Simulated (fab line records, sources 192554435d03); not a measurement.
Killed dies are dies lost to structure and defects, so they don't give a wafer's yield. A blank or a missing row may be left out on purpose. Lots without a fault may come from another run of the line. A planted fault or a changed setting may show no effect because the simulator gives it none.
Chamber matching | flow n5_finfet | N5_MOL_CONTACT_COAG_CMP_28 on cmp-03: 4 sister chambers
The step polishes, stops on SiNx, t overpolish 0.85 s, target thk 14.522 nm. 16 wafers are shown with their chamber, then 8 later ones without.

WAFERS WITH THEIR CHAMBER
wafer  | chamber | motor_current_A (A) | time_to_endpoint_s (s)
L082.3 | 2       | 13.8                | 3.8
L082.4 | 0       | 13.3                | 3.1
L082.6 | 3       | 11.3                | 3.2
L081.3 | 0       | 13.8                | 2.9
L081.5 | 1       | 13.8                | 7.2
L081.6 | 0       | 12.4                | 2.9
L087.1 | 0       | 12.7                | 4.4
L087.2 | 3       | 12.0                | 2.8
L087.6 | 3       | 11.3                | 2.4
L092.1 | 3       | 11.4                | 2.6
L092.2 | 1       | 13.8                | 4.2
L092.3 | 2       | 14.2                | 0.1
L092.4 | 0       | 12.9                | 1.6
L092.5 | 3       | 11.5                | 2.6
L092.6 | 2       | 13.6                | 2.8
L094.2 | 0       | 13.4                | 4.2

SIGNATURES (means of the wafers above)
reading            | chamber 0 | chamber 1 | chamber 2 | chamber 3 | scatter within a chamber
motor_current_A    | 13.083    | 13.800    | 13.867    | 11.500    | 0.391
time_to_endpoint_s | 3.183     | 5.700     | 2.233     | 2.720     | 1.2
Rule: a wafer's distance from a chamber is the root of the sum, over the readings, of the square of ((its reading less the chamber's mean) divided by the reading's scatter). The wafer belongs to the nearest chamber; if the next one is less than 2 further off, it can't be placed. The scatter: the root of (the sum of the squares of (reading less its chamber's mean) over the shown wafers, divided by (wafers less chambers)).

WAFERS WITHOUT THEIR CHAMBER
wafer  | motor_current_A (A) | time_to_endpoint_s (s)
L094.3 | 13.6                | 4.8
L094.4 | 13.9                | 4.1
L095.1 | 10.8                | 4.8
L095.2 | 13.8                | 6.6
L095.6 | 14.3                | 6.9
L097.4 | 11.4                | 4.0
L097.5 | 11.7                | 3.8
L097.6 | 13.8                | 8.2

WHICH CHAMBER EACH WENT THROUGH
wafer  | from the rows above          | in truth
L094.3 | can't be placed: 1 or 0 or 2 | 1
L094.4 | can't be placed: 1 or 2 or 0 | 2
L095.1 | 3                            | 3
L095.2 | 1                            | 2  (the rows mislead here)
L095.6 | 1                            | 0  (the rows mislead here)
L097.4 | 3                            | 3
L097.5 | 3                            | 3
L097.6 | 1                            | 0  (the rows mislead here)
Placed correctly: 3 of 8. Can't be placed from these rows: 2 (the true chamber is among the candidates in 2). Placed wrongly: 3.
